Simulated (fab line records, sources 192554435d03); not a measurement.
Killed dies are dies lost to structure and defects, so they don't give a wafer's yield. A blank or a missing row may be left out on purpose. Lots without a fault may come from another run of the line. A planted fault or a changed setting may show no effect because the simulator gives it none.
Split-lot experiment | flow n5_finfet | 7 lots, 21 wafers read, on a route of 1938 steps

THE SPLIT
At N5_SD_EPI_N_PEB_07 (peb time 60 s), the setting peb_time_s was moved away from the recipe's 60 s on 5 of the 21 wafers read, by -15.9% to +18.2%. The other wafers ran this setting at the recipe's value.

FROM THE SPLIT TO THE READING: what the file shows between them, 1 step
- N5_SD_EPI_N_DEVELOP_08: develop time 30 s

THE READING
cd_nm, in nm, at N5_SD_EPI_N_CD_MEAS_09 (target cd 120 nm). Fault-free wafers of this fab line usually give 119.7 nm, standard deviation 1.1 nm.

wafer  | tool, chamber at the split | peb_time_s as run, s | against the recipe | cd_nm, nm | against lot-mates on the recipe
L074.2 | litho_track-01, 0          | 60                   | recipe             | 119.0     | -
L074.4 | litho_track-01, 0          | 68.25                | +13.7%             | 124.1     | +5.1
L074.6 | litho_track-01, 0          | 68.25                | +13.7%             | 123.3     | +4.3
L075.1 | litho_track-03, 0          | 60                   | recipe             | 119.4     | -
L075.4 | litho_track-03, 0          | 60                   | recipe             | 118.0     | -
L075.5 | litho_track-03, 0          | 60                   | recipe             | 119.1     | -
L078.1 | litho_track-01, 0          | 70.94                | +18.2%             | 127.4     | +6.5
L078.3 | litho_track-01, 0          | 60                   | recipe             | 120.9     | -
L078.6 | litho_track-01, 0          | 70.94                | +18.2%             | 125.5     | +4.6
L089.1 | litho_track-02, 0          | 60                   | recipe             | 118.9     | -
L089.3 | litho_track-02, 0          | 60                   | recipe             | 120.0     | -
L089.4 | litho_track-02, 0          | 60                   | recipe             | 119.7     | -
L090.4 | litho_track-03, 0          | 50.43                | -15.9%             | 114.6     | -5.1
L090.5 | litho_track-03, 0          | 60                   | recipe             | 118.4     | -
L090.6 | litho_track-03, 0          | 60                   | recipe             | 120.9     | -
L091.2 | litho_track-03, 0          | 60                   | recipe             | 119.1     | -
L091.3 | litho_track-03, 0          | 60                   | recipe             | 120.4     | -
L091.4 | litho_track-03, 0          | 60                   | recipe             | 119.9     | -
L096.1 | litho_track-03, 0          | 60                   | recipe             | 118.8     | -
L096.3 | litho_track-03, 0          | 60                   | recipe             | 117.4     | -
L096.5 | litho_track-03, 0          | 60                   | recipe             | 119.7     | -

THE FIT
A straight line over all 21 wafers: cd_nm changes by +0.348 nm for each +1% of peb_time_s; r = +0.94; the points scatter about the line by 0.98 nm.
The same after taking each lot's own level away (the mean of its wafers on the recipe; 21 wafers): +0.317 nm for each +1%; r = +0.96; scatter 0.76 nm.
On that fit, the largest move of peb_time_s shifts the reading by 5.8 nm.
The lots' own levels span 118.63 to 120.90 nm, that is 2.1 times the standard deviation above.
So the lot-to-lot level changes the slope little: the two slopes agree.
Check: with one of the wafers moved furthest among these (+18.2%) left out of the fit, the line predicts +5.55 nm for it against its lot-mates. It came out at +6.5 nm against them.

OTHER SPLITS ON THESE WAFERS
These wafers also went through other splits before the reading. Each is held against what the fit with the lots' levels taken away leaves over:
other split on the same wafers | wafers away from the commonest value | r with cd_nm (lot level and that fit taken away)
N5_FIN_CUT_COAT_29 spin_rpm    | 6                                    | -0.01
N5_DUMMY_GATE_CVD_03 temp_c    | 15                                   | -0.02
N5_DUMMY_GATE_COAT_28 spin_rpm | 6                                    | +0.40

THE WHOLE CHAIN: every reading that the file lists as answering this split, in the file's order
step                   | what it does             | reading                                                         | change (the file's fit)               | r (the file's)
N5_SD_EPI_N_CD_MEAS_09 | target cd 120 nm         | cd_nm                                                           | +0.317 nm for each +1% of the setting | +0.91
N5_SD_EPI_N_DESCUM_14  | chemistry O2, time 7.9 s | SD_EPI_N.cd_nm (the simulator's own value, which no gauge read) | +0.319 nm for each +1% of the setting | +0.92

THE FILE'S OWN FIT
cd_nm changes by +0.317 nm for each +1% of peb_time_s, r = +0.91.
